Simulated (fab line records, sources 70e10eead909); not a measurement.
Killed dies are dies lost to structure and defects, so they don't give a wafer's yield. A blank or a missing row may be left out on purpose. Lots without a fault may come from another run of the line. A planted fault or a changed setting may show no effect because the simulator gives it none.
A struck lot beside a sound one | flow nand_harc | 13 steps out of a route of 1159
Sound: wafers L156.1, L156.2, L156.6. Struck: wafer L145.2. (L145.1, L145.4 of the same lot were not struck and are left out.) The cause comes at the end.
At each step with rows: each side's tool, then ch and its chambers, then its first start. Under that, the readings that differ: sound wafers | struck wafers | difference of the means | sigmas: that difference in standard deviations of wafers without a fault.
alike: readings whose means differ by less than 2 such deviations, and words and numbers that are the same on both sides. not compared: withheld readings, readings that some wafer has no value for, bounds like >300 that may hide the same value, and numbers for which the record gives no deviation and whose values overlap.
The two part at a step that has a row with sigmas, a row that says differs or no value, or rows on one side only. Numbers that don't overlap but have no deviation are shown without sigmas and don't part them. A reading that every wafer of one side lacks parts them only if that side has two wafers or more.

first, 2 steps without rows for these wafers: NHARC_A_STAIRCASE_DESCUM_11 (chemistry O2, time 3 s); NHARC_A_STAIRCASE_TRIM_12 (chemistry O2, time 211.2 s).
NHARC_A_STAIRCASE_ETCH_13: etches the open film in C4F8/O2, target depth 100 nm, time 40.5 s.
  sound on rie_diel-09 ch 1,2,3; struck on rie_diel-03 ch 1
  alike: oes_product_au, rf_vpp_V
  not compared: rf_hours_counter_h
then, 1 step without rows for these wafers: NHARC_A_STAIRCASE_TRIM_14 (chemistry O2, time 211.2 s).
NHARC_A_STAIRCASE_ETCH_15: etches the open film in C4F8/O2, target depth 100 nm, time 40.5 s.
  sound on rie_diel-09 ch 1,2,3; struck on rie_diel-03 ch 2
  alike: oes_product_au, rf_vpp_V
  not compared: rf_hours_counter_h
then, 2 steps without rows for these wafers: NHARC_A_STAIRCASE_TRIM_16 (chemistry O2, time 211.2 s); NHARC_A_STAIRCASE_ETCH_17 (etches the open film in C4F8/O2, target depth 100 nm, time 40.5 s).
NHARC_A_STAIRCASE_TRIM_18: chemistry O2, time 211.2 s.
  sound on rie_diel-09 ch 0,3; struck on rie_diel-03 ch 0
  reading                | sound                | struck | difference | sigmas
  throttle_valve_pct (%) | 17.015 17.022 17.018 | 17.045 | +0.027     | +3
  alike: drypump_motor_current_A, oes_product_au, rf_vpp_V, showerhead_plenum_p_Torr
  not compared: rf_hours_counter_h
then, 2 steps without rows for these wafers: NHARC_A_STAIRCASE_ETCH_19 (etches the open film in C4F8/O2, target depth 100 nm, time 40.5 s); NHARC_A_STAIRCASE_TRIM_20 (chemistry O2, time 211.2 s).
NHARC_A_STAIRCASE_ETCH_21: etches the open film in C4F8/O2, target depth 100 nm, time 40.5 s.
  sound on rie_diel-09 ch 0,3; struck on rie_diel-04 ch 3
  reading      | sound       | struck | difference | sigmas
  rf_vpp_V (V) | 899 900 898 | 885    | -14        | -2
  alike: oes_product_au
  not compared: rf_hours_counter_h
NHARC_A_STAIRCASE_TRIM_22: chemistry O2, time 211.2 s.
  sound on rie_diel-09 ch 0,3, day 16 03:19; struck on rie_diel-04 ch 3, day 12 23:25
  reading                         | sound             | struck | difference | sigmas
  oes_product_au (a.u.)           | 0.983 1.011 0.987 | 0.778  | -0.216     | -25
  showerhead_plenum_p_Torr (Torr) | 3.60 3.68 3.60    | 3.27   | -0.36      | -2
  alike: drypump_motor_current_A, rf_vpp_V, throttle_valve_pct
  not compared: rf_hours_counter_h
NHARC_A_STAIRCASE_ETCH_23: etches the open film in C4F8/O2, target depth 100 nm, time 40.5 s.
  sound on rie_diel-09 ch 0,1,3; struck on rie_diel-04 ch 0
  alike: oes_product_au, rf_vpp_V
  not compared: rf_hours_counter_h

WHERE THEY PART
First at NHARC_A_STAIRCASE_TRIM_18; last, within this record, at NHARC_A_STAIRCASE_TRIM_22. Later steps at which nothing parts them and some readings are alike: NHARC_A_STAIRCASE_ETCH_23.

WHY: what the simulator had put in
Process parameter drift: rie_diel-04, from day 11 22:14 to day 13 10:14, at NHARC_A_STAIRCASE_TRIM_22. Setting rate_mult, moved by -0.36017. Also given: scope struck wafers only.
